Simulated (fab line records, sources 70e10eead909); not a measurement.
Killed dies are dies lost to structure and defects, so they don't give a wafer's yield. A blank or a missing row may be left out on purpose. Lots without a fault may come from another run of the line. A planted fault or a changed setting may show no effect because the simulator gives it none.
Problem report in the 8D (eight disciplines) form, filled by code | flow nand_harc | the parts of the form that need people (team, actions taken, sign-off) are left out

1. THE PROBLEM
rf_fwd_power_W at NHARC_A_DECK1_JOINT_DEP_16 reads a mean of 789.2 W on 9 wafers of 3 lots; wafers without a fault read 896.8 W with a standard deviation of 2.9. That is -37 standard deviations from the usual mean.
The step: deposits SiO2, target thk 45 nm.
First seen on wafer L764.2, day 18 13:30, on pecvd-02. The record holds 36 wafers of 12 lots with a number at this step. Rule for "out", or "out of limits": more than 4 standard deviations from the usual mean. The other wafers with a number count as sound.

2. WHAT IT IS AND WHAT IT IS NOT
question                    | is                     | is not
which readings at this step | rf_fwd_power_W         | throttle_valve_pct
which lots                  | L764, L765, L766       | L750, L752, L753, L755, L759, L761, L763, L769, L773
which wafers of those lots  | all that have a number | -
read on which tools         | pecvd-02               | pecvd-01, pecvd-04
when                        | from day 18 13:30      | up to then (21 sound wafers); but 6 sound wafers of L769, L773 came after

3. SUSPECTS, AND WHAT RULES EACH OUT
Counting: a tool at a process step up to the reading stays a suspect if it ran every lot that is out and no sound lot after the first of them.
- pecvd-02 at NHARC_A_DECK1_JOINT_DEP_16 (deposits SiO2, target thk 45 nm): kept. It ran every lot that is out, first L764 (day 18 13:30), and no sound lot after that; its last sound lot up to then is L763 (day 17 11:46). Its own readings are out on those wafers: rf_fwd_power_W.
Left after counting: pecvd-02 at NHARC_A_DECK1_JOINT_DEP_16.

4. THE CAUSE (what the simulator had put in)
Process parameter drift: pecvd-02, from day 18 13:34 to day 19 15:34, at NHARC_A_DECK1_JOINT_DEP_16. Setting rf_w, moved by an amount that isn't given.
Counting left only this tool.

5. THE CHAIN OF EFFECTS, in route order
Each row: a reading whose mean over the struck wafers that have a number lies more than 3 standard deviations from the usual. Only readings for which the record gives a usual standard deviation are gone through. hours: the time from each lot's start at the first step in this table that gives one to its start at this step, as a median over the lots. sigmas: the change in usual standard deviations.
hours | step                       | reading        | usual   | on struck wafers | change | sigmas
0     | NHARC_A_DECK1_JOINT_DEP_16 | rf_fwd_power_W | 896.8 W | 789.2            | -107.6 | -37
The process steps in it:
- NHARC_A_DECK1_JOINT_DEP_16: deposits SiO2, target thk 45 nm.
Later measuring or inspecting steps at which every struck wafer that the step has a row for has a number for every such reading, and none has moved that far: NHARC_END_SORT_01.

6. WHAT WOULD HAVE CAUGHT IT SOONER
In this record the first reading out of limits was taken at day 18 13:30.
